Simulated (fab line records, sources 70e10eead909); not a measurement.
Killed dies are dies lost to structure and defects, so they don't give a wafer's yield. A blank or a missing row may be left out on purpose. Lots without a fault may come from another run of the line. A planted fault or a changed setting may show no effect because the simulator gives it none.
A struck lot beside a sound one | flow nand_harc | 14 steps out of a route of 1302
Sound: wafers L571.2, L571.3, L571.4. Struck: wafers L586.1, L586.2, L586.3. The cause comes at the end.
At each step with rows: each side's tool, then ch and its chambers, then its first start. Under that, the readings that differ: sound wafers | struck wafers | difference of the means | sigmas: that difference in standard deviations of wafers without a fault.
alike: readings whose means differ by less than 2 such deviations, and words and numbers that are the same on both sides. not compared: withheld readings, readings that some wafer has no value for, bounds like >300 that may hide the same value, and numbers for which the record gives no deviation and whose values overlap.
The two part at a step that has a row with sigmas, a row that says differs or no value, or rows on one side only. Numbers that don't overlap but have no deviation are shown without sigmas and don't part them. A reading that every wafer of one side lacks parts them only if that side has two wafers or more.

first, 10 steps without rows for these wafers: NHARC_A_STAIRCASE_SRD_208; NHARC_A_STAIRCASE_DEHYDRATE_209 (time 120 s); NHARC_A_STAIRCASE_HMDS_210 (time 30 s); NHARC_A_STAIRCASE_COAT_211; NHARC_A_STAIRCASE_SOFTBAKE_212 (time 170 s); NHARC_A_STAIRCASE_EBR_213; NHARC_A_STAIRCASE_EXPOSE_214 (exposes mask STAIR 3); NHARC_A_STAIRCASE_PEB_215 (peb time 130 s); NHARC_A_STAIRCASE_DEVELOP_216 (time 140 s); NHARC_A_STAIRCASE_HARDBAKE_218 (time 140 s).
NHARC_A_STAIRCASE_DESCUM_219: chemistry O2, time 3 s.
  sound on rie_diel-03 ch 0,1,3, day 16 02:02; struck on rie_diel-13 ch 1,2,3, day 23 01:00
  reading                | sound    | struck | difference | sigmas
  rf_hours_counter_h (h) | 17 21 21 | 0 0 0  | -20        |
  alike: drypump_motor_current_A, oes_product_au, rf_vpp_V, showerhead_plenum_p_Torr, throttle_valve_pct
NHARC_A_STAIRCASE_TRIM_220: chemistry O2, time 211.2 s.
  sound on rie_diel-03 ch 1,2,3, day 16 02:08; struck on rie_diel-13 ch 0,1,2, day 23 01:05
  no value came back on the struck wafers for any of 8 readings (bias_w (W), chamber_pressure_mTorr (mTorr) and others); on the sound wafers bias_w (W) reads 0 0 0
NHARC_A_STAIRCASE_ETCH_221: etches the open film in C4F8/O2, target depth 100 nm, time 40.5 s.
  sound on rie_diel-03 ch 0,1,2; struck on rie_diel-13 ch 1,2,3, day 23 01:14
  reading                | sound    | struck | difference | sigmas
  rf_hours_counter_h (h) | 17 19 21 | 0 0 0  | -19        |
  alike: oes_product_au, rf_vpp_V
-- the record jumps here: 8 days lie between the struck wafers' starts before and after (it left off in module A_STAIRCASE and takes up again in module END, whose first step shown is number 1302 of the route) --
NHARC_END_SORT_01:
  sound on prober-01 ch 0, day 24 16:22; struck on prober-01 ch 0, day 31 04:52
  reading         | sound    | struck      | difference | sigmas
  killed_at_array | 63 51 63 | 675 675 675 | +616       | +36
  killed_dies     | 66 54 69 | 677 677 677 | +614       | +34
  alike: killed_at_other, killed_at_periphery, killed_open, killed_short

WHERE THEY PART
First at NHARC_A_STAIRCASE_TRIM_220; last, within this record, at NHARC_END_SORT_01.

WHY: what the simulator had put in
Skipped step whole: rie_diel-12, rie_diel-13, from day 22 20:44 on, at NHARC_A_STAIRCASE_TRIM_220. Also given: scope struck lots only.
